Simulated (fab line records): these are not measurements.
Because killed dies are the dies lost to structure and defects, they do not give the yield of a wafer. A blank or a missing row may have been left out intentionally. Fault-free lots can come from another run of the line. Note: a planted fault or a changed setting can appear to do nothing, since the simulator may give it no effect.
Chamber matching | flow nand harc | pecvd-03 running NHARC_A_CONTACT_DEP_58: 3 sister chambers
The step deposits SiON, target thk 90 nm. 6 wafers are shown with their chamber, then 12 later ones without.

== EACH WAFER AND ITS CHAMBER ==
wafer  | chamber | heater power w (W)
L084.3 | 2       | 707
L085.4 | 1       | 855
L085.6 | 2       | 696
L087.2 | 0       | 773
L087.4 | 1       | 821
L087.6 | 0       | 767

== WAFERS WITHOUT THEIR CHAMBER ==
wafer  | heater power w (W)
L089.4 | 792
L089.5 | 608
L089.6 | 800
L090.1 | 792
L090.4 | 828
L090.5 | 719
L093.2 | 583
L093.3 | 866
L093.6 | 579
L095.2 | 846
L095.3 | 818
L095.6 | 674

== THE CHAMBER EACH PASSED THROUGH ==
wafer  | from the rows above     | in truth
L089.4 | can't be placed: 0 or 1 | 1
L089.5 | 2                       | 2
L089.6 | can't be placed: 0 or 1 | 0
L090.1 | can't be placed: 0 or 1 | 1
L090.4 | 1                       | 1
L090.5 | 2                       | 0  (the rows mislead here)
L093.2 | 2                       | 2
L093.3 | 1                       | 1
L093.6 | 2                       | 2
L095.2 | 1                       | 1
L095.3 | can't be placed: 1 or 0 | 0
L095.6 | 2                       | 2
Correctly placed: 7 of 12. From these rows, 4 cannot be placed; in 4 the true chamber is one of the candidates. 1 placed wrongly.
How it was worked out, from the rows above alone: a wafer's distance from a chamber is the root of the sum, over the readings, of the square of ((its reading less the chamber's mean) divided by the reading's scatter). The wafer belongs to the nearest chamber; if the next one is less than 2 further off, it can't be placed. Each chamber's mean is taken over the wafers shown for it. The scatter: the root of (the sum of the squares of (reading less its chamber's mean) over the shown wafers, divided by (wafers less chambers)).
